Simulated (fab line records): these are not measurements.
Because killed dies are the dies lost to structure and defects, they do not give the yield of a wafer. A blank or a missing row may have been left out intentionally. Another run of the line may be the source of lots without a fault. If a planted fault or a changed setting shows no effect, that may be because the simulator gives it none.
fab line records || flow n5Finfet
record {"lots": 5, "wafers": 15, "lastDay": 16}
route steps=1938 shown FIN_SAQP@93 BEOL_M4@1111 PASSIVATION@1936
lots with no fault: from the same line, run without faults
startH: hours from the record's first day to the start of the lot's first wafer shown || waitH: hours elapsed since this lot's preceding step || " identical to the entry in the row above || L1.1+2: a single row standing in for several wafers || - value missing, or start not given || * or withheld: withheld || < > ~ a bound
route shown NAME@n: names a module that has steps shown in the file, with the first one's number in the route || usual: average and standard deviation across the fault-free wafers || same: alike in all rows || chamber/n: place in a boat || sites: readings site by site || _std_site: the standard deviation of these || _edge_site: mean of outer sites minus mean of inner sites || radiusMm: how far each site lies from the wafer's centre || mask NAME#n: copy n || behind: the tool/chamber that last shaped the wafer || hold: what put the lot on hold/how long, in hours/how the hold closed || device: whichever transistor did not switch (one of n, p or np) || end of line: tests of these same wafers at the route's end || where a step has no rows: the recipe by itself || killed: at the first sort, the dies lost to defects and structure; wafer yield is something else || map: per-die view of a wafer (x killed, . not killed, _ where there is no die)
set.NAME: the run value of the setting; set.NAME@STEP: its run value at that earlier step || model.NAME: the simulator's own value behind a step, which no gauge read
lots at some steps of the route; a table a step, a row a wafer
services: from which hour (startH, from the record's first day; less than 0 if before it) a tool's chamber was out of use, for how many hours, and why
## steps
# step N5_FIN_SAQP_SRD_01
# recipe {"dry": "ipaMarangoni", "timeS": 30, "tempC": 23, "rinseLiquid": "diw"}
# step N5_FIN_SAQP_ALD_61
# recipe {"material": "SiO2", "targetThkA": 40, "tempC": 300, "aldPrecursorFamily": "BDEAS", "aldCoReactant": "O2-plasma", "pulseTimeS": 1, "purgeTimeS": 2, "coReactantPurgeTimeS": 2, "aldCycles": 43, "pressureTorr": 2}
# step N5_FIN_SAQP_DENSIFY_62
# recipe {"tempC": 700, "timeS": 60, "ambient": "N2", "idleTempC": 600, "rampUpCPerS": 150, "rampDownCPerS": 60, "coolToC": 600}
# step N5_FIN_SAQP_HM_DEP_03
# recipe {"material": "SiNx", "targetThkA": 380, "tempC": 400, "precursor": "SiH4/NH3/N2", "pressureTorr": 1.5, "rfW": 300, "timeS": 33.6}
# step N5_FIN_SAQP_PECVD_47
# recipe {"material": "a-Si", "targetThkA": 450, "tempC": 400, "precursor": "SiH4/He", "pressureTorr": 3, "rfW": 100, "timeS": 36.3}
# step N5_FIN_SAQP_PECVD_48
# recipe {"material": "SiNx", "targetThkA": 250, "tempC": 400, "precursor": "SiH4/NH3/N2", "pressureTorr": 1.5, "rfW": 300, "timeS": 22.1}
# step N5_FIN_SAQP_PECVD_06
# recipe {"material": "a-Si", "targetThkA": 600, "tempC": 400, "precursor": "SiH4/He", "pressureTorr": 3, "rfW": 100, "timeS": 48.1}
# step N5_FIN_SAQP_HM_DEP_72
# recipe {"material": "SiO2", "targetThkA": 120, "tempC": 400, "precursor": "SiH4/N2O", "pressureTorr": 0.75, "rfW": 275, "timeS": 7.2}
# step N5_FIN_SAQP_COAT_49
# recipe {"resist": "SOC", "tempC": 250, "timeS": 60, "spinRpm": 1500, "resistThkNm": 100}
# step N5_FIN_SAQP_COAT_50
# recipe {"resist": "SiARC", "tempC": 220, "timeS": 60, "spinRpm": 1500, "resistThkNm": 35}
# step N5_FIN_SAQP_COAT_10
# recipe {"resist": "CAR-ArF", "spinRpm": 1500, "resistThkNm": 90}
# usual {"spinSpeedRpm": "1500.3/0.93"}
{"lot.wafer": "L237.1", "tool": "lithoTrack-04", "chamber": 0, "startH": 45.74, "waitH": "-", "spinSpeedRpm": 1500.8, "model.CAR-ArF_of_FIN_SAQP_COAT_10.thkNm": 90.27}
{"lot.wafer": "L237.3", "tool": "lithoTrack-04", "chamber": 0, "startH": 45.74, "waitH": "-", "spinSpeedRpm": 1499.6, "model.CAR-ArF_of_FIN_SAQP_COAT_10.thkNm": 90.73}
{"lot.wafer": "L237.5", "tool": "lithoTrack-04", "chamber": 0, "startH": 45.74, "waitH": "-", "spinSpeedRpm": 1500.8, "model.CAR-ArF_of_FIN_SAQP_COAT_10.thkNm": 90.66}
{"lot.wafer": "L246.2", "tool": "lithoTrack-04", "chamber": 0, "startH": 101.88, "waitH": "-", "spinSpeedRpm": 2271.9, "model.CAR-ArF_of_FIN_SAQP_COAT_10.thkNm": 73.72}
{"lot.wafer": "L246.3", "tool": "lithoTrack-04", "chamber": 0, "startH": 101.88, "waitH": "-", "spinSpeedRpm": 2268.3, "model.CAR-ArF_of_FIN_SAQP_COAT_10.thkNm": 73.55}
{"lot.wafer": "L246.6", "tool": "lithoTrack-04", "chamber": 0, "startH": 101.88, "waitH": "-", "spinSpeedRpm": 2269.9, "model.CAR-ArF_of_FIN_SAQP_COAT_10.thkNm": 73.63}
{"lot.wafer": "L247.1", "tool": "lithoTrack-02", "chamber": 0, "startH": 106.37, "waitH": "-", "spinSpeedRpm": 1500.2, "model.CAR-ArF_of_FIN_SAQP_COAT_10.thkNm": 89.71}
{"lot.wafer": "L247.3", "tool": "lithoTrack-02", "chamber": 0, "startH": 106.37, "waitH": "-", "spinSpeedRpm": 1500.2, "model.CAR-ArF_of_FIN_SAQP_COAT_10.thkNm": 89.38}
{"lot.wafer": "L247.4", "tool": "lithoTrack-02", "chamber": 0, "startH": 106.37, "waitH": "-", "spinSpeedRpm": 1499.1, "model.CAR-ArF_of_FIN_SAQP_COAT_10.thkNm": 89.76}
{"lot.wafer": "L248.1", "tool": "lithoTrack-04", "chamber": 0, "startH": 113.46, "waitH": "-", "spinSpeedRpm": 2270.2, "model.CAR-ArF_of_FIN_SAQP_COAT_10.thkNm": 73.07}
{"lot.wafer": "L248.2", "tool": "lithoTrack-04", "chamber": 0, "startH": 113.46, "waitH": "-", "spinSpeedRpm": 2269.5, "model.CAR-ArF_of_FIN_SAQP_COAT_10.thkNm": 72.98}
{"lot.wafer": "L248.3", "tool": "lithoTrack-04", "chamber": 0, "startH": 113.46, "waitH": "-", "spinSpeedRpm": 2269.2, "model.CAR-ArF_of_FIN_SAQP_COAT_10.thkNm": 72.99}
{"lot.wafer": "L249.3", "tool": "lithoTrack-04", "chamber": 0, "startH": 117.92, "waitH": "-", "spinSpeedRpm": 2271.3, "model.CAR-ArF_of_FIN_SAQP_COAT_10.thkNm": 73.58}
{"lot.wafer": "L249.4", "tool": "lithoTrack-04", "chamber": 0, "startH": 117.92, "waitH": "-", "spinSpeedRpm": 2270.8, "model.CAR-ArF_of_FIN_SAQP_COAT_10.thkNm": 73.48}
{"lot.wafer": "L249.5", "tool": "lithoTrack-04", "chamber": 0, "startH": 117.92, "waitH": "-", "spinSpeedRpm": 2270.4, "model.CAR-ArF_of_FIN_SAQP_COAT_10.thkNm": 73.65}
# step N5_FIN_SAQP_EBR_12
# recipe {"solvent": "PGMEA", "ebrWidthMm": 1.5}
# step N5_FIN_SAQP_SOFTBAKE_11
# recipe {"tempC": 110, "timeS": 60, "resist": "CAR-ArF"}
# step N5_FIN_SAQP_EXPOSE_13
# recipe {"maskId": "FIN_CORE", "na": 1.35, "sourceShape": "dipole", "sigmaInner": 0.538, "sigmaOuter": 0.738, "polarization": "te", "targetCdNm": 35.6, "doseMj": 63.25}
# step N5_FIN_SAQP_PEB_14
# recipe {"pebTempC": "withheld", "pebTimeS": 60, "resist": "CAR-ArF"}
# step N5_FIN_SAQP_DEVELOP_15
# recipe {"developTimeS": 30, "developer": "TMAH", "resist": "CAR-ArF", "devTempC": 23, "rinseLiquid": "diw", "dry": "airSpin"}
# step N5_FIN_SAQP_DESCUM_21
# recipe {"chemistry": "O2", "timeS": 7.9, "sourcePowerW": 50, "biasPowerW": 20, "pressureMtorr": 20, "rfFrequencyHz": 2.712e+07, "tempC": 40, "resist": "CAR-ArF", "o2FlowSccm": 225}
# step N5_FIN_SAQP_ETCH_51
# recipe {"chemistry": "CF4", "target": "SiARC", "targetDepthA": 455, "maskMaterial": "CAR-ArF", "timeS": 75.8, "ionEnergyEv": 80, "pressureMtorr": 40, "sourceW": 545, "biasW": 36, "Ar_flow_sccm": 100, "cf4FlowSccm": 100, "ends": "cleared"}
# usual {"cf4FlowSccm": "100.0/0.3", "drypumpMotorCurrentA": "5.9/0.43", "etchRfOnTimeS": "75.9/1.8", "oesProductAu": "0.64/0.058", "rfFwdPowerW": "539.7/2.4", "rfVppV": "184.2/1.3", "showerheadPlenumPTorr": "2.14/0.076", "throttleValvePct": "15.63/0.16"}
{"lot.wafer": "L237.1", "tool": "rieDiel-02", "chamber": 2, "startH": 46.51, "waitH": 0.0, "cf4FlowSccm": 100.3, "drypumpMotorCurrentA": 5.8, "etchRfOnTimeS": 77.3, "oesProductAu": 0.62, "rfFwdPowerW": 532.0, "rfHoursCounterH": 201, "rfVppV": 184.2, "showerheadPlenumPTorr": 2.13, "throttleValvePct": 15.84, "model.CAR-ArF_of_FIN_SAQP_COAT_10.thkNm": 51.03}
{"lot.wafer": "L237.3", "tool": "rieDiel-02", "chamber": 1, "startH": 46.51, "waitH": 0.0, "cf4FlowSccm": 99.5, "drypumpMotorCurrentA": 5.4, "etchRfOnTimeS": 76.8, "oesProductAu": 0.65, "rfFwdPowerW": 537.0, "rfHoursCounterH": 137, "rfVppV": 184.0, "showerheadPlenumPTorr": 2.24, "throttleValvePct": 15.43, "model.CAR-ArF_of_FIN_SAQP_COAT_10.thkNm": 51.46}
{"lot.wafer": "L237.5", "tool": "rieDiel-02", "chamber": 0, "startH": 46.51, "waitH": 0.0, "cf4FlowSccm": 99.9, "drypumpMotorCurrentA": 6.3, "etchRfOnTimeS": 74.7, "oesProductAu": 0.67, "rfFwdPowerW": 540.8, "rfHoursCounterH": "-", "rfVppV": 182.1, "showerheadPlenumPTorr": 1.98, "throttleValvePct": 15.60, "model.CAR-ArF_of_FIN_SAQP_COAT_10.thkNm": 51.36}
{"lot.wafer": "L246.2", "tool": "rieDiel-02", "chamber": 2, "startH": 102.41, "waitH": 0.0, "cf4FlowSccm": 99.7, "drypumpMotorCurrentA": 5.8, "etchRfOnTimeS": 78.3, "oesProductAu": 0.59, "rfFwdPowerW": 539.0, "rfHoursCounterH": 219, "rfVppV": 184.1, "showerheadPlenumPTorr": 2.12, "throttleValvePct": 15.87, "model.CAR-ArF_of_FIN_SAQP_COAT_10.thkNm": 34.45}
{"lot.wafer": "L246.3", "tool": "rieDiel-02", "chamber": 0, "startH": 102.41, "waitH": 0.0, "cf4FlowSccm": 99.9, "drypumpMotorCurrentA": 6.3, "etchRfOnTimeS": 74.7, "oesProductAu": 0.66, "rfFwdPowerW": 540.4, "rfHoursCounterH": 125, "rfVppV": 181.2, "showerheadPlenumPTorr": 1.98, "throttleValvePct": 15.64, "model.CAR-ArF_of_FIN_SAQP_COAT_10.thkNm": 34.16}
{"lot.wafer": "L246.6", "tool": "rieDiel-02", "chamber": 2, "startH": 102.41, "waitH": 0.0, "cf4FlowSccm": 99.9, "drypumpMotorCurrentA": 5.8, "etchRfOnTimeS": 78.5, "oesProductAu": 0.60, "rfFwdPowerW": 538.7, "rfHoursCounterH": "-", "rfVppV": 182.9, "showerheadPlenumPTorr": 2.12, "throttleValvePct": 15.89, "model.CAR-ArF_of_FIN_SAQP_COAT_10.thkNm": 34.31}
{"lot.wafer": "L247.1", "tool": "rieDiel-02", "chamber": 3, "startH": 106.87, "waitH": 0.0, "cf4FlowSccm": 99.9, "drypumpMotorCurrentA": 6.0, "etchRfOnTimeS": 74.7, "oesProductAu": 0.77, "rfFwdPowerW": 543.2, "rfHoursCounterH": 22, "rfVppV": 184.1, "showerheadPlenumPTorr": 2.09, "throttleValvePct": 15.52, "model.CAR-ArF_of_FIN_SAQP_COAT_10.thkNm": 50.46}
{"lot.wafer": "L247.3", "tool": "rieDiel-02", "chamber": 0, "startH": 106.87, "waitH": 0.0, "cf4FlowSccm": 100.2, "drypumpMotorCurrentA": 6.3, "etchRfOnTimeS": 75.3, "oesProductAu": 0.66, "rfFwdPowerW": 540.1, "rfHoursCounterH": 127, "rfVppV": 182.4, "showerheadPlenumPTorr": 1.97, "throttleValvePct": 15.64, "model.CAR-ArF_of_FIN_SAQP_COAT_10.thkNm": 50.2}
{"lot.wafer": "L247.4", "tool": "rieDiel-02", "chamber": 1, "startH": 106.87, "waitH": 0.0, "cf4FlowSccm": 99.6, "drypumpMotorCurrentA": 5.4, "etchRfOnTimeS": 78.3, "oesProductAu": 0.64, "rfFwdPowerW": 541.5, "rfHoursCounterH": 157, "rfVppV": 185.7, "showerheadPlenumPTorr": 2.23, "throttleValvePct": 15.46, "model.CAR-ArF_of_FIN_SAQP_COAT_10.thkNm": 50.62}
{"lot.wafer": "L248.1", "tool": "rieDiel-05", "chamber": 3, "startH": 113.96, "waitH": 0.0, "cf4FlowSccm": 100.2, "drypumpMotorCurrentA": 6.5, "etchRfOnTimeS": 73.9, "oesProductAu": 0.63, "rfFwdPowerW": 540.8, "rfHoursCounterH": 180, "rfVppV": 186.4, "showerheadPlenumPTorr": 2.21, "throttleValvePct": 15.83, "model.CAR-ArF_of_FIN_SAQP_COAT_10.thkNm": 33.99}
{"lot.wafer": "L248.2", "tool": "rieDiel-05", "chamber": 1, "startH": 113.96, "waitH": 0.0, "cf4FlowSccm": 100.3, "drypumpMotorCurrentA": 5.1, "etchRfOnTimeS": 74.7, "oesProductAu": 0.61, "rfFwdPowerW": 541.0, "rfHoursCounterH": 199, "rfVppV": 184.5, "showerheadPlenumPTorr": 2.20, "throttleValvePct": 15.83, "model.CAR-ArF_of_FIN_SAQP_COAT_10.thkNm": 33.79}
{"lot.wafer": "L248.3", "tool": "rieDiel-05", "chamber": 0, "startH": 113.96, "waitH": 0.0, "cf4FlowSccm": 100.1, "drypumpMotorCurrentA": 5.8, "etchRfOnTimeS": 75.3, "oesProductAu": 0.62, "rfFwdPowerW": 540.2, "rfHoursCounterH": 198, "rfVppV": 185.5, "showerheadPlenumPTorr": 2.21, "throttleValvePct": 15.52, "model.CAR-ArF_of_FIN_SAQP_COAT_10.thkNm": 33.88}
{"lot.wafer": "L249.3", "tool": "rieDiel-05", "chamber": 1, "startH": 118.29, "waitH": 0.0, "cf4FlowSccm": 99.8, "drypumpMotorCurrentA": 5.1, "etchRfOnTimeS": 75.4, "oesProductAu": 0.62, "rfFwdPowerW": 538.4, "rfHoursCounterH": 201, "rfVppV": 185.8, "showerheadPlenumPTorr": 2.20, "throttleValvePct": 15.82, "model.CAR-ArF_of_FIN_SAQP_COAT_10.thkNm": 34.26}
{"lot.wafer": "L249.4", "tool": "rieDiel-05", "chamber": 0, "startH": 118.29, "waitH": 0.0, "cf4FlowSccm": 99.9, "drypumpMotorCurrentA": 5.8, "etchRfOnTimeS": 75.6, "oesProductAu": 0.62, "rfFwdPowerW": 545.0, "rfHoursCounterH": "-", "rfVppV": 184.6, "showerheadPlenumPTorr": 2.21, "throttleValvePct": 15.51, "model.CAR-ArF_of_FIN_SAQP_COAT_10.thkNm": 34.26}
{"lot.wafer": "L249.5", "tool": "rieDiel-05", "chamber": 3, "startH": 118.29, "waitH": 0.0, "cf4FlowSccm": 100.1, "drypumpMotorCurrentA": 6.5, "etchRfOnTimeS": 74.2, "oesProductAu": 0.62, "rfFwdPowerW": 540.4, "rfHoursCounterH": "-", "rfVppV": 184.6, "showerheadPlenumPTorr": 2.21, "throttleValvePct": 15.84, "model.CAR-ArF_of_FIN_SAQP_COAT_10.thkNm": 34.38}
# step N5_FIN_SAQP_ETCH_52
# recipe {"chemistry": "N2/H2", "target": "SOC", "targetDepthA": 1000, "overetchA": 200, "maskMaterial": "SiARC", "tempC": 40, "timeS": 150, "ionEnergyEv": 200, "pressureMtorr": 30, "sourceW": 840, "biasW": 150, "n2FlowSccm": 200, "h2FlowSccm": 200, "ends": "endPoint"}
# step N5_BEOL_M4_RC_MEAS_101
# usual {"DIBL_N": "35.9/1.8", "DIBL_P": "36.2/2", "IOFF_N": "0.16/0.031", "IOFF_P": "0.22/0.041", "ION_N": "676/11", "ION_P": "465/8.5", "SS_N": "71.4/0.64", "SS_P": "73.2/0.7", "VT_N": "250/3.5", "VT_P": "-250/3.9"}
{"lot.wafer": "L237.1", "tool": "prober-01", "chamber": 0, "startH": 195.02, "waitH": 0.0, "DIBL_N[mV/V]": 36.9, "DIBL_P[mV/V]": 37.6, "IOFF_N[nA/um]": 0.16, "IOFF_P[nA/um]": 0.27, "ION_N[uA/um]": 672, "ION_P[uA/um]": 468, "SS_N[mV/dec]": 71.9, "SS_P[mV/dec]": 73.8, "VT_N[mV]": 248, "VT_P[mV]": -248}
{"lot.wafer": "L237.3", "tool": "prober-01", "chamber": 0, "startH": 195.02, "waitH": 0.0, "DIBL_N[mV/V]": 37.8, "DIBL_P[mV/V]": 38.1, "IOFF_N[nA/um]": 0.20, "IOFF_P[nA/um]": 0.29, "ION_N[uA/um]": 701, "ION_P[uA/um]": 481, "SS_N[mV/dec]": 72.3, "SS_P[mV/dec]": 73.7, "VT_N[mV]": 243, "VT_P[mV]": -244}
{"lot.wafer": "L237.5", "tool": "prober-01", "chamber": 0, "startH": 195.02, "waitH": 0.0, "DIBL_N[mV/V]": 38.0, "DIBL_P[mV/V]": 38.6, "IOFF_N[nA/um]": 0.19, "IOFF_P[nA/um]": 0.29, "ION_N[uA/um]": 674, "ION_P[uA/um]": 470, "SS_N[mV/dec]": 72.0, "SS_P[mV/dec]": 73.2, "VT_N[mV]": 246, "VT_P[mV]": -242}
{"lot.wafer": "L246.2", "tool": "prober-01", "chamber": 0, "startH": 252.18, "waitH": 0.2, "DIBL_N[mV/V]": 35.5, "DIBL_P[mV/V]": 38.2, "IOFF_N[nA/um]": 0.18, "IOFF_P[nA/um]": 0.24, "ION_N[uA/um]": 689, "ION_P[uA/um]": 474, "SS_N[mV/dec]": 71.0, "SS_P[mV/dec]": 73.8, "VT_N[mV]": 247, "VT_P[mV]": -250}
{"lot.wafer": "L246.3", "tool": "prober-01", "chamber": 0, "startH": 252.18, "waitH": 0.2, "DIBL_N[mV/V]": 33.3, "DIBL_P[mV/V]": 35.5, "IOFF_N[nA/um]": 0.13, "IOFF_P[nA/um]": 0.19, "ION_N[uA/um]": 672, "ION_P[uA/um]": 463, "SS_N[mV/dec]": 70.8, "SS_P[mV/dec]": 73.3, "VT_N[mV]": 252, "VT_P[mV]": -253}
{"lot.wafer": "L246.6", "tool": "prober-01", "chamber": 0, "startH": 252.18, "waitH": 0.2, "DIBL_N[mV/V]": 33.6, "DIBL_P[mV/V]": 35.4, "IOFF_N[nA/um]": 0.13, "IOFF_P[nA/um]": 0.20, "ION_N[uA/um]": 667, "ION_P[uA/um]": 455, "SS_N[mV/dec]": 70.7, "SS_P[mV/dec]": 72.6, "VT_N[mV]": 254, "VT_P[mV]": -254}
{"lot.wafer": "L247.1", "tool": "prober-01", "chamber": 0, "startH": 257.21, "waitH": 0.0, "DIBL_N[mV/V]": 36.1, "DIBL_P[mV/V]": 36.0, "IOFF_N[nA/um]": 0.19, "IOFF_P[nA/um]": 0.23, "ION_N[uA/um]": 679, "ION_P[uA/um]": 468, "SS_N[mV/dec]": 71.4, "SS_P[mV/dec]": 73.5, "VT_N[mV]": 246, "VT_P[mV]": -247}
{"lot.wafer": "L247.3", "tool": "prober-01", "chamber": 0, "startH": 257.21, "waitH": 0.0, "DIBL_N[mV/V]": 34.1, "DIBL_P[mV/V]": 33.3, "IOFF_N[nA/um]": 0.14, "IOFF_P[nA/um]": 0.19, "ION_N[uA/um]": 678, "ION_P[uA/um]": 468, "SS_N[mV/dec]": 71.0, "SS_P[mV/dec]": 72.1, "VT_N[mV]": 251, "VT_P[mV]": -250}
{"lot.wafer": "L247.4", "tool": "prober-01", "chamber": 0, "startH": 257.21, "waitH": 0.0, "DIBL_N[mV/V]": 34.7, "DIBL_P[mV/V]": 35.0, "IOFF_N[nA/um]": 0.16, "IOFF_P[nA/um]": 0.23, "ION_N[uA/um]": 666, "ION_P[uA/um]": 464, "SS_N[mV/dec]": 70.6, "SS_P[mV/dec]": 72.8, "VT_N[mV]": 248, "VT_P[mV]": -248}
{"lot.wafer": "L248.1", "tool": "prober-01", "chamber": 0, "startH": 259.86, "waitH": 0.0, "DIBL_N[mV/V]": 33.9, "DIBL_P[mV/V]": 34.3, "IOFF_N[nA/um]": 0.12, "IOFF_P[nA/um]": 0.15, "ION_N[uA/um]": 662, "ION_P[uA/um]": 447, "SS_N[mV/dec]": 71.9, "SS_P[mV/dec]": 72.3, "VT_N[mV]": 254, "VT_P[mV]": -257}
{"lot.wafer": "L248.2", "tool": "prober-01", "chamber": 0, "startH": 259.86, "waitH": 0.0, "DIBL_N[mV/V]": 33.6, "DIBL_P[mV/V]": 34.0, "IOFF_N[nA/um]": 0.12, "IOFF_P[nA/um]": 0.15, "ION_N[uA/um]": 664, "ION_P[uA/um]": 462, "SS_N[mV/dec]": 70.5, "SS_P[mV/dec]": 72.8, "VT_N[mV]": 255, "VT_P[mV]": -256}
{"lot.wafer": "L248.3", "tool": "prober-01", "chamber": 0, "startH": 259.86, "waitH": 0.0, "DIBL_N[mV/V]": 35.2, "DIBL_P[mV/V]": 35.5, "IOFF_N[nA/um]": 0.13, "IOFF_P[nA/um]": 0.17, "ION_N[uA/um]": 668, "ION_P[uA/um]": 456, "SS_N[mV/dec]": 70.8, "SS_P[mV/dec]": 72.6, "VT_N[mV]": 252, "VT_P[mV]": -255}
{"lot.wafer": "L249.3", "tool": "prober-01", "chamber": 0, "startH": 266.87, "waitH": 0.3, "DIBL_N[mV/V]": 35.1, "DIBL_P[mV/V]": 33.6, "IOFF_N[nA/um]": 0.14, "IOFF_P[nA/um]": 0.18, "ION_N[uA/um]": 674, "ION_P[uA/um]": 462, "SS_N[mV/dec]": 70.8, "SS_P[mV/dec]": 73.1, "VT_N[mV]": 248, "VT_P[mV]": -253}
{"lot.wafer": "L249.4", "tool": "prober-01", "chamber": 0, "startH": 266.87, "waitH": 0.3, "DIBL_N[mV/V]": 39.2, "DIBL_P[mV/V]": 38.3, "IOFF_N[nA/um]": 0.22, "IOFF_P[nA/um]": 0.27, "ION_N[uA/um]": 686, "ION_P[uA/um]": 463, "SS_N[mV/dec]": 72.9, "SS_P[mV/dec]": 74.2, "VT_N[mV]": 245, "VT_P[mV]": -247}
{"lot.wafer": "L249.5", "tool": "prober-01", "chamber": 0, "startH": 266.87, "waitH": 0.3, "DIBL_N[mV/V]": 35.3, "DIBL_P[mV/V]": 33.9, "IOFF_N[nA/um]": 0.14, "IOFF_P[nA/um]": 0.19, "ION_N[uA/um]": 664, "ION_P[uA/um]": 452, "SS_N[mV/dec]": 71.1, "SS_P[mV/dec]": 72.4, "VT_N[mV]": 249, "VT_P[mV]": -250}
# step N5_PASSIVATION_PROBE_49
# usual {"defectLimitedYield": "91.3/1.3", "killed_at_M0_to_M3": "35/9.3", "killed_at_M4_up": "14/5.2", "killedAtContacts": "12/5.9", "killedAtFrontEnd": "38/11", "killedAtOther": "4/3.7", "killedDies": "103/15", "killedOpen": "67/12", "killedShort": "34/8", "sort_bin_5_function": "5.1/0.88", "sort_bin_6_memory": "3.3/0.65", "sortNPass": "1077/15", "sortYieldPct": "91.3/1.3"}
# same {"grossDies": 1180, "killedAtBackSide": 0, "sort_bin_4_leakage[%]": 0, "sort_bin_8_speed[%]": 0}
{"lot.wafer": "L248.3", "tool": "prober-02", "chamber": "-", "startH": 381.00, "waitH": 0.4, "defectLimitedYield[%]": 92.6, "killed_at_M0_to_M3": 32, "killed_at_M4_up": 16, "killedAtContacts": 3, "killedAtFrontEnd": 32, "killedAtOther": 4, "killedDies": 87, "killedOpen": 65, "killedShort": 20, "sort_bin_5_function[%]": 4.1, "sort_bin_6_memory[%]": 3.3, "sortNPass": 1093, "sortYieldPct[%]": 92.6}
# killed by level:class
L248.3 BEOL_M3:geometricParticle:open=11 BEOL_M1:geometricParticle:open=8 FIN_SAQP:geometricParticle:short=6 FIN_SAQP:geometricParticle:open=6 DUMMY_GATE:geometricParticle:open=6 STI_FIN_REVEAL:geometricParticle:open=6 BEOL_M5:geometricParticle:open=5 BEOL_M4:geometricParticle:open=4
## services
{"tool": "rieDiel-02", "chamber": "-", "startH": 35.71, "hours": 0.4, "kind": "repair"}
{"tool": "rieDiel-05", "chamber": 2, "startH": 109.16, "hours": "-", "kind": "clean"}
{"tool": "rieDiel-05", "chamber": 2, "startH": 109.16, "hours": "-", "kind": "consumableReplace:focusRing"}
{"tool": "rieDiel-05", "chamber": 2, "startH": 109.16, "hours": 22.5, "kind": "scheduledDown"}
{"tool": "rieDiel-05", "chamber": 2, "startH": 109.16, "hours": 22.5, "kind": "ventCycle"}
## key
firstSign {"step": "N5_FIN_SAQP_COAT_10", "reading": "spinSpeedRpm", "direction": "up", "sigmas": "99+", "usual": "*", "struck": "*"}
effect none on later readings
modelEffect {"step": "N5_FIN_SAQP_COAT_10", "value": "CAR-ArF_of_FIN_SAQP_COAT_10.thkNm", "without": 90.3, "struck": 73.4}
modelEffect {"step": "N5_FIN_SAQP_ETCH_51", "value": "CAR-ArF_of_FIN_SAQP_COAT_10.thkNm", "without": 51.06, "struck": 34.16}
metAt N5_FIN_SAQP_COAT_10
struckWafers L246.2,L246.3,L246.6,L248.1,L248.2,L248.3,L249.3,L249.4,L249.5
onsetBetween 45.74 101.88
fault {"kind": "processParameterDrift", "tool": "lithoTrack-04", "chamber": "-", "onsetH": 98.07, "steps": "N5_FIN_SAQP_COAT_10", "channel": "spinRpm", "offset": "*", "shape": "step", "endH": 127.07, "actsIn": "*", "stated": "*"}
